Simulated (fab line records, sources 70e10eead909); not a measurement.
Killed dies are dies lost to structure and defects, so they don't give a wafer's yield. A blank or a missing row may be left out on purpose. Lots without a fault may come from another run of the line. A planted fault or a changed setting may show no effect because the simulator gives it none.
fab line records | flow nand_harc | part 1 of 2: steps 1 to 4 of 6
record lots=24 wafers=72 last_day=33
route steps=1302 shown A_CHANNEL_HOLE_D1@462 A_ONON_D2@550 A_CHANNEL_HOLE_D2@587 A_CHANNEL_FILL_D2@637
lots that met no fault: from a run of the same line without faults
start_h: hours from the record's first day to the start of the lot's first wafer shown | wait_h: hours since the lot's step before | " the same as in the row above | L1.1+2: a row that stands for several wafers | - no value, or no start given | * or withheld: withheld | < > ~ a bound
route shown NAME@n: a module of which the file shows steps, and the number in the route of the first | usual: mean/standard deviation of fault-free wafers | same: alike in all rows | chamber/n: place in a boat | sites: the reading at each site | _std_site: their standard deviation | _edge_site: outer sites' mean less inner sites' | radius_mm: how far each site lies from the wafer's centre | mask NAME#n: copy n | behind: the tool/chamber that last shaped the wafer | hold: why the lot was held/for how many hours/how that ended | device: the transistor (n, p or np) that didn't switch | end of line: the same wafers' tests at the end of the route | a step without rows: its recipe alone | killed: dies lost to structure and defects at the first sort, not the wafer's yield | map: a wafer's dies, x killed, . not, _ none there
set.NAME: the setting as run; set.NAME@STEP: as run at that earlier step | model.NAME: the simulator's own value behind a step, which no gauge read
steps of the route over a sample of lots; a table a step, a row a wafer
services: from which hour (start_h, from the record's first day; less than 0 if before it) a tool's chamber was out of use, for how many hours, and why
## steps
# step NHARC_A_CHANNEL_HOLE_D1_CD_MEAS_10
# recipe target_cd_nm=100 landing_energy_ev=500
# usual cd_nm=99.9/0.62
# columns lot.wafer tool chamber start_h wait_h cd_nm
L074.1 cd_sem-03 0 181.77 - 99.9
L074.3 " 0 " " 99.1
L074.6 " 0 " " 99.6
L075.1 cd_sem-02 0 182.87 - 99.4
L075.4 " 0 " " 99.2
L075.5 " 0 " " 99.1
L076.1 cd_sem-01 0 200.70 - 100.3
L076.4 " 0 " " 100.4
L076.5 " 0 " " 100.2
L077.3 cd_sem-03 0 205.84 - 100.2
L077.4 " 0 " " 99.1
L077.6 " 0 " " 99.5
L078.2 cd_sem-03 0 212.72 - 100.0
L078.3 " 0 " " 100.4
L078.5 " 0 " " 100.0
L079.1 cd_sem-02 0 227.44 - 99.9
L079.3 " 0 " " 99.6
L079.6 " 0 " " 100.1
L080.1 cd_sem-02 0 239.61 - 98.7
L080.4 " 0 " " 99.3
L080.6 " 0 " " 99.3
L081.2 cd_sem-03 0 252.97 - 100.1
L081.4 " 0 " " 100.0
L081.6 " 0 " " 100.5
L082.3 cd_sem-02 0 264.67 - 99.5
L082.4 " 0 " " 99.6
L082.6 " 0 " " 99.6
L083.1 cd_sem-02 0 273.21 - 100.4
L083.3 " 0 " " 99.9
L083.5 " 0 " " 100.7
L084.2 cd_sem-03 0 282.72 - 98.4
L084.4 " 0 " " 98.7
L084.5 " 0 " " 100.2
L086.2 cd_sem-03 0 291.95 - 100.7
L086.3 " 0 " " 100.4
L086.6 " 0 " " 100.5
L085.1 cd_sem-02 0 292.16 - 100.7
L085.2 " 0 " " 100.6
L085.3 " 0 " " 100.9
L089.1 cd_sem-03 0 325.38 - 100.6
L089.4 " 0 " " 100.0
L089.6 " 0 " " 100.1
L087.3 cd_sem-02 0 325.79 - 99.5
L087.4 " 0 " " 99.7
L087.6 " 0 " " 99.8
L088.1 cd_sem-01 0 325.94 - 100.8
L088.4 " 0 " " 100.2
L088.5 " 0 " " 100.4
L091.2 cd_sem-01 0 345.53 - 99.6
L091.3 " 0 " " 99.6
L091.6 " 0 " " 99.4
L090.1 cd_sem-01 0 345.89 - 99.3
L090.5 " 0 " " 99.8
L090.6 " 0 " " 100.3
L092.4 cd_sem-03 0 360.16 - 99.0
L092.5 " 0 " " 98.1
L092.6 " 0 " " 98.6
L093.3 cd_sem-01 0 363.81 - 100.1
L093.4 " 0 " " 100.0
L093.6 " 0 " " 99.5
L094.1 cd_sem-02 0 381.51 - 99.8
L094.2 " 0 " " 99.7
L094.4 " 0 " " 100.0
L095.2 cd_sem-02 0 388.55 - 100.3
L095.3 " 0 " " 100.8
L095.6 " 0 " " 100.7
L096.2 cd_sem-03 0 401.06 - 99.4
L096.4 " 0 " " 100.0
L096.5 " 0 " " 99.5
L097.2 cd_sem-01 0 401.58 - 100.6
L097.4 " 0 " " 100.9
L097.5 " 0 " " 101.2
# step NHARC_A_CHANNEL_HOLE_D1_ETCH_22
# recipe bias_v=3000 source_w=withheld pressure_mtorr=20 time_s=666.7 ar_flow_sccm=375 c4f8_flow_sccm=89.3 o2_flow_sccm=35.7 temp_c=-20 target_depth_a=16000 chemistry=C4F8/O2/Ar
# usual chamber_pressure_mTorr=19.998/0.018 drypump_motor_current_A=5.6/0.56 showerhead_plenum_p_Torr=3.62/0.12 temp_c=-20.00/0.099 throttle_valve_pct=32.154/0.0087
# columns lot.wafer tool chamber start_h wait_h chamber_pressure_mTorr drypump_motor_current_A rf_hours_counter_h showerhead_plenum_p_Torr temp_c throttle_valve_pct
L074.1 har_etch-02 0 186.90 0.4 20.002 6.1 303 3.44 -19.99 32.137
L074.3 " 1 " " 20.011 6.0 - 3.70 -20.00 32.147
L074.6 " 0 " " 19.988 6.1 - 3.44 -19.98 32.166
L075.1 har_etch-01 0 189.95 0.4 20.018 4.7 89 3.74 -19.85 32.150
L075.4 " 1 " " 19.996 5.7 - 3.59 -20.07 32.151
L075.5 " 1 " " 19.959 5.7 - 3.59 -20.17 32.153
L076.1 har_etch-01 0 203.04 0.4 20.020 4.7 96 3.73 -19.95 32.163
L076.4 " 0 " " 19.990 4.7 - 3.73 -19.91 32.162
L076.5 " 1 " " 19.999 5.7 - 3.59 -20.02 32.150
L077.3 har_etch-01 0 208.24 0.4 20.009 4.7 - 3.73 -19.99 32.151
L077.4 " 1 " " 19.999 5.7 - 3.58 -19.93 32.146
L077.6 " 0 " " 19.960 4.7 - 3.73 -19.86 32.144
L078.2 har_etch-01 1 215.16 0.4 19.963 5.7 104 3.58 -19.94 32.148
L078.3 " 1 " " 19.982 5.7 - 3.58 -19.99 32.141
L078.5 " 0 " " 20.031 4.7 - 3.73 -20.19 32.161
L079.1 har_etch-02 1 229.97 0.4 19.984 6.0 326 3.68 -20.00 32.162
L079.3 " 0 " " 20.032 6.1 - 3.43 -20.11 32.160
L079.6 " 0 " " 20.000 6.1 - 3.43 -19.91 32.149
L080.1 har_etch-02 1 242.06 0.4 19.998 6.0 330 3.68 -20.03 32.142
L080.4 " 1 " " 20.002 6.0 - 3.68 -19.84 32.169
L080.6 " 1 " " 19.990 6.0 - 3.68 -20.01 32.146
L081.2 har_etch-02 0 257.63 0.4 20.000 6.1 345 3.42 -19.85 32.138
L081.4 " 0 " " 20.022 6.1 - 3.42 -19.99 32.168
L081.6 " 0 " " 19.993 6.1 - 3.42 -20.03 32.159
L082.4 har_etch-02 1 267.39 0.4 20.004 6.0 - 3.67 -19.93 32.164
L082.3 " 0 " " 20.009 6.1 - 3.42 -19.96 32.155
L082.6 " 1 " " 19.975 6.0 - 3.67 -19.99 32.158
L083.1 har_etch-01 1 283.37 0.4 19.981 5.7 131 3.57 -20.13 32.149
L083.3 " 1 " " 19.996 5.7 - 3.57 -19.97 32.150
L083.5 " 1 " " 20.003 5.7 - 3.57 -20.06 32.154
L084.2 har_etch-02 1 285.04 0.4 20.019 6.0 364 3.66 -20.05 32.131
L084.4 " 0 " " 19.998 6.1 - 3.41 -19.96 32.152
L084.5 " 0 " " 20.022 6.1 - 3.41 -20.02 32.153
L086.2 har_etch-01 0 296.74 0.4 20.012 4.7 142 3.71 -19.97 32.175
L086.3 " 0 " " 20.033 4.7 - 3.71 -20.07 32.157
L086.6 " 0 " " 19.976 4.7 - 3.71 -19.86 32.161
L085.1 har_etch-02 0 297.96 0.4 20.006 6.1 375 3.40 -20.16 32.146
L085.2 " 1 " " 19.992 6.0 375 3.66 -20.15 32.173
L085.3 " 1 " " 19.982 6.0 - 3.66 -20.24 32.151
L089.1 har_etch-01 1 327.72 0.4 20.023 5.7 154 3.56 -19.74 32.159
L089.4 " 1 " " 20.044 5.7 - 3.56 -19.94 32.146
L089.6 " 0 " " 19.988 4.7 - 3.70 -19.96 32.157
L087.3 har_etch-02 0 328.52 0.4 20.011 6.1 - 3.40 -19.86 32.149
L087.4 " 1 " " 19.986 6.0 - 3.65 -20.10 32.170
L087.6 " 1 " " 19.991 6.0 - 3.65 -19.98 32.152
L088.1 har_etch-01 1 331.78 0.4 20.011 5.7 158 3.55 -19.95 32.157
L088.4 " 0 " " 19.993 4.7 - 3.70 -20.03 32.132
L088.5 " 0 " " 19.999 4.7 - 3.70 -19.99 32.147
L091.2 har_etch-01 1 348.25 0.4 19.964 5.7 169 3.55 -20.01 32.155
L091.3 " 0 " " 19.995 4.7 - 3.69 -19.83 32.158
L091.6 " 1 " " 20.002 5.7 - 3.55 -20.13 32.161
L090.1 har_etch-02 1 351.90 0.7 20.006 6.0 407 3.64 -20.06 32.164
L090.5 " 1 " " 20.006 6.0 - 3.64 -20.10 32.139
L090.6 " 1 " " 19.986 6.1 - 3.64 -20.03 32.155
L092.4 har_etch-01 1 362.67 0.4 19.970 5.7 - 3.54 -20.15 32.159
L092.6 " 0 " " 19.988 4.7 - 3.69 -20.05 32.141
L092.5 " 1 " " 20.016 5.7 - 3.54 -19.92 32.152
L093.3 har_etch-02 1 366.24 0.4 19.988 6.0 - 3.64 -20.10 32.148
L093.4 " 0 " " 19.978 6.1 - 3.93 -20.14 32.151
L093.6 " 1 " " 19.993 6.0 - 3.64 -20.00 32.158
L094.2 har_etch-01 1 383.87 0.4 19.995 5.7 188 3.54 -20.04 32.160
L094.1 " 0 " " 20.002 4.7 188 3.68 -20.05 32.150
L094.4 " 0 " " 20.032 4.7 - 3.68 -20.01 32.143
L095.2 har_etch-01 1 396.03 0.4 19.998 5.7 200 3.53 -19.76 32.170
L095.3 " 0 " " 20.022 4.7 - 3.68 -19.99 32.156
L095.6 " 0 " " 20.018 4.7 - 3.68 -19.80 32.162
L096.2 har_etch-02 0 404.35 0.4 19.972 6.1 5 3.92 -19.98 32.156
L096.4 " 0 " " 19.987 6.1 - 3.92 -20.08 32.156
L096.5 " 1 " " 20.009 6.0 - 3.63 -19.99 32.148
L097.2 har_etch-01 0 404.59 0.4 19.981 4.7 208 3.67 -19.94 32.154
L097.4 " 0 " " 19.996 4.7 - 3.67 -19.92 32.170
L097.5 " 0 " " 19.986 4.7 - 3.67 -19.77 32.175
# step NHARC_A_ONON_D2_THK_MEAS_08
# recipe thk_meas_gauge=ellipsometry
# usual thk_nm=998/8
# columns lot.wafer tool chamber start_h wait_h thk_nm
L074.1 film_metro-01 - 276.08 - 1005
L074.3 " - " " 1005
L074.6 " - " " 1007
L075.1 film_metro-02 - 276.36 - 1007
L075.4 " - " " 1006
L075.5 " - " " 1006
L076.1 film_metro-02 - 290.21 - 1001
L076.4 " - " " 1001
L076.5 " - " " 1000
L077.3 film_metro-02 - 297.79 - 1005
L077.4 " - " " 1005
L077.6 " - " " 1003
L078.2 film_metro-01 - 303.55 - 990
L078.3 " - " " 991
L078.5 " - " " 990
L079.1 film_metro-01 - 326.44 - 992
L079.3 " - " " 994
L079.6 " - " " 993
L080.1 film_metro-02 - 339.47 - 996
L080.4 " - " " 998
L080.6 " - " " 998
L081.2 film_metro-01 - 350.87 - 1005
L081.4 " - " " 1004
L081.6 " - " " 1005
L082.3 film_metro-02 - 361.77 - 1003
L082.4 " - " " 1003
L082.6 " - " " 1004
L084.2 film_metro-01 - 379.31 - 986
L084.4 " - " " 987
L084.5 " - " " 986
L083.1 film_metro-01 - 379.48 - 988
L083.3 " - " " 990
L083.5 " - " " 990
L085.1 film_metro-01 - 390.19 - 993
L085.2 " - " " 994
L085.3 " - " " 997
L086.2 film_metro-01 - 390.41 - 999
L086.3 " - " " 998
L086.6 " - " " 995
L087.3 film_metro-02 - 420.45 - 996
L087.4 " - " " 996
L087.6 " - " " 995
L089.1 film_metro-01 - 420.56 - 1019
L089.4 " - " " 1017
L089.6 " - " " 1018
L088.1 film_metro-02 - 427.70 - 996
L088.4 " - " " 1000
L088.5 " - " " 998
L091.2 film_metro-01 - 442.16 - 997
L091.3 " - " " 995
L091.6 " - " " 995
L090.1 film_metro-01 - 449.08 - 987
L090.5 " - " " 988
L090.6 " - " " 987
L093.3 film_metro-02 - 455.24 - 990
L093.4 " - " " 991
L093.6 " - " " 990
L092.4 film_metro-01 - 455.25 - 985
L092.5 " - " " 984
L092.6 " - " " 985
L094.1 film_metro-02 - 479.47 - 1002
L094.2 " - " " 1003
L094.4 " - " " 1001
L095.2 film_metro-01 - 488.61 - 1006
L095.3 " - " " 1003
L095.6 " - " " 1006
L096.2 film_metro-01 - 494.69 - 1007
L096.4 " - " " 1009
L096.5 " - " " 1009
L097.2 film_metro-01 - 494.70 - 999
L097.4 " - " " 998
L097.5 " - " " 999
# step NHARC_A_CHANNEL_HOLE_D2_ETCH_39
# recipe target_depth_a=2600 over_etch_frac=0.3 time_s=325 ion_energy_ev=200 n2_flow_sccm=150 h2_flow_sccm=150 ar_flow_sccm=0 rf_w=400 bias_w=150 chemistry=N2/H2
# usual chamber_pressure_mTorr=30.00/0.034 drypump_motor_current_A=5.8/0.38 oes_product_au=1.002/0.0085 rf_vpp_V=432.3/1.9 showerhead_plenum_p_Torr=2.11/0.069 throttle_valve_pct=14.171/0.0092
# columns lot.wafer tool chamber start_h wait_h chamber_pressure_mTorr drypump_motor_current_A oes_product_au rf_hours_counter_h rf_vpp_V showerhead_plenum_p_Torr throttle_valve_pct
L074.1 rie_diel-10 2 - - 30.00 6.2 0.994 2.2 429.8 2.02 14.186
L074.3 " 0 " " 29.95 5.5 1.010 2.1 432.9 2.18 14.181
L074.6 " 1 " " 29.98 5.9 0.996 - 434.7 2.16 14.173
L075.4 rie_diel-10 3 - - 29.99 5.2 1.015 2.2 430.6 2.08 14.174
L075.1 " 1 " " 29.97 5.9 1.006 3.0 434.2 2.16 14.168
L075.5 " 2 " " 30.01 6.2 1.005 - 429.2 2.02 14.167
L076.1 rie_diel-07 3 - - 30.05 5.2 1.001 0.1 435.0 2.19 14.161
L076.4 " 1 " " 30.04 6.2 1.005 0.1 432.9 2.16 14.160
L076.5 " 3 " " 30.03 5.2 0.998 - 434.2 2.19 14.164
L077.4 rie_diel-05 3 - - 29.94 6.1 0.996 2.3 426.6 1.94 14.160
L077.3 " 0 " " 29.96 5.5 1.011 2.1 429.6 1.99 14.172
L077.6 " 2 " " 29.99 6.1 0.995 - 434.3 2.16 14.164
L078.3 rie_diel-07 3 - - 30.00 5.2 1.000 0.8 433.7 2.19 14.176
L078.2 " 0 " " 30.01 5.8 1.002 0.5 434.2 2.13 14.170
L078.5 " 1 " " 29.98 6.2 1.005 - 433.9 2.16 14.166
L079.1 rie_diel-07 3 - - 30.02 5.2 1.002 1.6 435.2 2.19 14.172
L079.3 " 2 " " 30.01 5.9 0.994 1.5 429.5 2.10 14.176
L079.6 " 3 " " 30.02 5.2 0.994 - 433.2 2.19 14.164
L080.1 rie_diel-10 1 - - 30.03 5.9 1.002 6.3 433.6 2.16 14.177
L080.6 " 2 " " 29.93 6.2 1.016 - 430.8 2.02 14.157
L080.4 " 3 " " 29.98 5.2 0.999 - 430.6 2.08 14.170
L081.4 rie_diel-07 0 - - 29.99 5.8 1.023 2.8 432.5 2.13 14.168
L081.2 " 1 " " 30.02 6.2 1.026 2.5 433.1 2.16 14.167
L081.6 " 2 " " 29.99 5.8 0.997 - 431.4 2.10 14.163
L082.4 rie_diel-10 2 - - 30.00 6.2 1.005 8.0 431.2 2.02 14.162
L082.3 " 1 " " 30.02 5.9 1.003 7.5 434.3 2.16 14.172
L082.6 " 3 " " 30.04 5.2 1.009 - 431.1 2.08 14.162
L084.2 rie_diel-05 1 - - 30.03 6.3 1.020 6.9 428.5 2.03 14.172
L084.4 " 3 " " 29.97 6.1 0.998 7.0 427.5 1.94 14.180
L084.5 " 1 " " 29.98 6.3 1.007 - 429.0 2.03 14.172
L083.1 rie_diel-07 0 - - 30.00 5.8 0.992 4.8 431.9 2.13 14.181
L083.3 " 1 " " 29.96 6.2 1.006 4.0 432.7 2.16 14.181
L083.5 " 1 " " 29.99 6.2 1.005 - 434.4 2.16 14.173
L085.2 rie_diel-10 3 - - 30.01 5.2 1.003 8.2 431.6 2.08 14.185
L085.3 " 0 " " 30.03 5.6 1.004 7.4 433.8 2.18 14.177
L085.1 " 1 " " 30.03 5.9 1.008 8.7 433.4 2.16 14.168
L086.2 rie_diel-10 3 406.61 - 29.97 5.2 1.003 8.8 432.0 2.07 14.180
L086.3 " 0 " " 29.85 5.6 0.989 8.1 434.2 2.17 14.175
L086.6 " 0 " " 29.99 5.6 0.996 - 433.4 2.18 14.182
L089.4 rie_diel-10 3 - - 29.98 5.2 0.991 0.2 432.3 2.07 14.156
L089.1 " 1 " " 29.98 5.9 1.001 0.3 433.4 2.16 14.160
L089.6 " 3 " " 29.99 5.2 0.997 - 430.8 2.07 14.181
L087.3 rie_diel-07 0 - - 29.99 5.8 1.002 8.5 431.9 2.13 14.158
L087.4 " 2 " " 30.02 5.9 0.992 7.5 432.0 2.10 14.161
L087.6 " 0 " " 29.95 5.8 1.000 - 432.1 2.13 14.187
L088.1 rie_diel-10 1 - - 29.97 5.9 1.008 1.0 433.2 2.16 14.182
L088.4 " 3 " " 30.02 5.2 1.003 0.9 432.6 2.07 14.168
L088.5 " 0 " " 29.95 5.5 0.994 - 432.7 2.17 14.160
L091.3 rie_diel-07 1 - - 30.03 6.2 1.004 9.0 434.6 2.16 14.166
L091.2 " 3 " " 30.03 5.2 0.988 10.0 435.3 2.18 14.155
L091.6 " 1 " " 29.99 6.2 1.002 - 433.8 2.16 14.185
L090.1 rie_diel-05 3 - - 29.95 6.1 0.998 1.1 427.9 1.94 14.191
L090.5 " 1 " " 30.03 6.2 1.014 - 430.9 2.03 14.171
L090.6 " 2 " " 30.02 6.1 0.987 - 434.7 2.16 14.172
L093.3 rie_diel-05 2 471.41 - 29.99 6.1 0.984 1.8 432.6 2.16 14.179
L093.4 " 0 " " 29.99 5.5 1.017 1.7 429.5 1.98 14.174
L093.6 " 2 " " 30.01 6.1 0.985 - 433.9 2.16 14.151
L092.4 rie_diel-10 3 - - 30.01 5.2 0.995 2.2 432.2 2.07 14.165
L092.6 " 0 " " 30.05 5.6 0.993 - 434.7 2.17 14.159
L092.5 " 1 " " 29.94 5.9 1.004 - 433.2 2.16 14.173
L094.1 rie_diel-10 1 - - 29.96 5.9 0.996 3.2 434.4 2.16 14.167
L094.2 " 2 " " 30.00 6.2 0.997 3.5 429.5 2.02 14.175
L094.4 " 0 " " 30.01 5.5 0.990 3.6 433.8 2.17 14.156
L095.2 rie_diel-05 1 - - 29.95 6.2 1.006 3.2 429.7 2.02 14.189
L095.3 " 3 " " 29.99 6.1 1.013 3.3 427.4 1.94 14.156
L095.6 " 1 " " 30.02 6.3 1.007 - 432.0 2.02 14.172
L097.4 rie_diel-10 3 - - 29.97 5.2 0.996 5.1 431.8 2.07 14.167
L097.2 " 0 " " 29.99 5.6 0.996 4.7 433.5 2.17 14.172
L097.5 " 2 " " 30.01 6.2 1.008 - 430.2 2.02 14.173
L096.2 rie_diel-07 2 - - 29.97 5.9 0.993 1.5 431.7 2.10 14.174
L096.4 " 3 " " 30.00 5.2 0.993 1.5 432.8 2.18 14.175
L096.5 " 0 " " 30.05 5.8 0.997 - 433.4 2.12 14.171
